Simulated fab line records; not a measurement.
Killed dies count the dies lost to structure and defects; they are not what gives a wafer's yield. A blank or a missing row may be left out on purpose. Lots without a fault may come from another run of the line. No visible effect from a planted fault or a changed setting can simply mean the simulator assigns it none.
A lot that was struck, set against a sound lot    flow nand_harc    14 steps out of a route of 1159
Sound: these wafers, L137.1, L137.5, L137.6. Struck: wafer L144.4; the same lot's L144.2 was not struck, so it is left out; see the end for the cause.
Order at every step that has rows: each side's tool, ch and its chambers, its first start. Under that, the readings that differ: sound wafers    struck wafers    difference of the means    sigmas: that difference in standard deviations of wafers without a fault.
alike: same words and numbers on both sides, and readings whose means sit less than 2 such deviations apart. not compared: any withheld reading, any reading some wafer has no value for, any bound like >300 that may hide the same value, and any number with overlapping values for which the record gives no deviation.
The two part at a step that has a row with sigmas, a row that says differs or no value, or rows on one side only. Numbers that don't overlap but have no deviation are shown without sigmas and don't part them. A reading missing from all wafers of one side parts the sides only when that side holds two or more wafers.

first, 2 steps without rows for these wafers: NHARC_A_SOURCE_PLATE_CVD_03 (deposits poly-Si, target thk 200 nm, time 4000 s); NHARC_A_SOURCE_PLATE_ANNEAL_05 (time 1800 s).
NHARC_A_SOURCE_PLATE_THK_MEAS_06: measures by ellipsometry.
  struck on film_metro-01, day 9 10:53; sound on film_metro-01, day 7 12:36
  alike: thk_nm
NHARC_A_SOURCE_PLATE_INSPECT_08:
  struck on defect_inspect-01, day 9 10:57; sound on defect_inspect-02, day 7 12:41
  alike: raw_defect_count
next comes 1 step that has no rows for these wafers: NHARC_A_ONON_D1_DEP_00 (target thickness 1000 nm).
NHARC_A_ONON_D1_THK_MEAS_02: measures by ellipsometry.
  struck on film_metro-01, day 9 11:32; sound on film_metro-02, day 7 13:16
  alike: thk_nm
next comes 1 step that has no rows for these wafers: NHARC_A_ONON_D1_DEP_03 (target thickness 1000 nm).
NHARC_A_ONON_D1_THK_MEAS_05: measures by ellipsometry.
  struck on film_metro-02, day 9 12:06; sound on film_metro-02, day 7 13:49
reading      sound           struck  difference  sigmas
thk_nm (nm)  1004 1004 1002  985     -18         -3
next comes 1 step that has no rows for these wafers: NHARC_A_ONON_D1_DEP_06 (target thickness 1000 nm).
NHARC_A_ONON_D1_THK_MEAS_08: measures by ellipsometry.
  struck on film_metro-02, day 9 12:40; sound on film_metro-01, day 7 14:25
  alike: thk_nm
NHARC_A_ONON_D1_DEP_09: target thk 1000 nm.
  sound on pecvd_onon-04 ch 0, day 7 14:28; struck on pecvd_onon-03 ch 0, day 9 12:47
NHARC_A_ONON_D1_THK_MEAS_11: measures by ellipsometry.
  struck on film_metro-02, day 9 13:14; sound on film_metro-01, day 7 14:58
reading      sound           struck  difference  sigmas
thk_nm (nm)  1007 1007 1006  1541    +534        +83
next comes 1 step that has no rows for these wafers: NHARC_A_ONON_D1_DEP_12 (target thickness 1000 nm).
-- the record jumps here: 12 days lie between the struck wafers' starts before and after (it left off in module A_ONON_D1 and takes up again in module END, whose first step shown is number 1159 of the route) --
NHARC_END_SORT_01:
  here the record holds rows for the struck wafers (prober-01 ch 0, day 21 10:05) but none for the sound ones

== WHERE THEY PART ==
First at NHARC_A_ONON_D1_THK_MEAS_05; last, within this record, at NHARC_END_SORT_01.

WHY: the cause the simulator had injected
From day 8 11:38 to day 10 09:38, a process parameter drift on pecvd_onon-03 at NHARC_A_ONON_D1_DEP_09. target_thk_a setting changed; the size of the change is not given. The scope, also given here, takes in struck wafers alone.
